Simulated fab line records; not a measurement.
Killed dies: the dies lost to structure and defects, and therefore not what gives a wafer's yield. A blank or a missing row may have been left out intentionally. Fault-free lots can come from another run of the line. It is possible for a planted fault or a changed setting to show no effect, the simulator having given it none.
Problem report in the 8D (eight disciplines) form, filled by code | flow n5_finfet | the parts of the form that need people (team, actions taken, sign-off) are left out

## 1. WHAT IS WRONG
Wafers without a fault read 27.9 s, standard deviation 2.4; time_to_endpoint_s at N5_ILD0_CMP_12 reads a mean of 14.0 s on 3 wafers belonging to 3 lots. That puts it -5.8 standard deviations away from the usual mean.
The step: polishes SiNx, stops on poly-Si, t overpolish 6 s, target thk 17.67 nm.
First observed at day 7 04:40: wafer L560.1, on cmp-04. The record has a number at this step for 37 wafers belonging to 13 lots. The rule behind "out" and "out of limits": a value lying over 4 standard deviations away from the usual mean. All remaining wafers that have a number are taken as sound.

## 2. WHAT IT IS AND WHAT IT IS NOT
question                    | is                     | is not
which readings at this step | time_to_endpoint_s     | motor_current_A
which lots                  | L560, L562, L563       | L549, L550, L551, L552, L553, L554, L555, L567, L568, L570
which wafers of those lots  | L560.1, L562.1, L563.1 | L560.4, L560.5, L562.4, L563.5
read on which tools         | cmp-04                 | cmp-01, cmp-03
when                        | from day 7 04:40       | up to then (23 sound wafers); but 11 sound wafers of L562, L563, L567, L568, L570 came after

## 3. THE SUSPECTS, EACH WITH WHAT RULES IT OUT
Counting: a tool at a process step up to the reading stays a suspect if it ran every lot that is out. Sound lots after the first of them don't rule it out here, since some wafers of a struck lot are sound.
- cmp-04 at N5_ILD0_CMP_12 (polishes SiNx, stops on poly-Si, t overpolish 6 s, target thk 17.67 nm): kept. Every lot that is out went through it, the first being L560 (day 7 04:40); the last sound lot it ran before that was L555 (day 5 19:20). Its own readings are out on those wafers: time_to_endpoint_s.
The count leaves cmp-04 at N5_ILD0_CMP_12.

## 4. THE CAUSE (what the simulator had put in)
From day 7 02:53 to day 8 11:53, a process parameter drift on cmp-04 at N5_ILD0_CMP_12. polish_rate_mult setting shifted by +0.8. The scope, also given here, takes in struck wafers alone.
Only this tool survived the counting.

## 5. THE CHAIN OF EFFECTS, in route order
Rows list readings where the struck wafers' mean (over those with a number) sits beyond 3 standard deviations from the usual. Readings are gone through only where the record gives a usual standard deviation; hours: the median, over the lots, of the time from a lot's start at the first step in this table giving one to that lot's start at this step; sigmas: the change measured in usual standard deviations.
hours | step           | reading            | usual  | on struck wafers | change | sigmas
0     | N5_ILD0_CMP_12 | time_to_endpoint_s | 27.9 s | 14.0             | -13.9  | -5.8
Its process steps:
- N5_ILD0_CMP_12: polishes SiNx, stops on poly-Si, t overpolish 6 s, target thk 17.67 nm.
Later steps that measure or inspect, where all struck wafers having a row at the step show a number for every such reading and not one has moved that far: N5_ILD0_INSPECT_06, N5_SDB_INSPECT_13.

## 6. WHAT WOULD HAVE CAUGHT IT SOONER
The fault began at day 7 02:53; the first out-of-limits reading in this record came at day 7 04:40, 2 hours later.
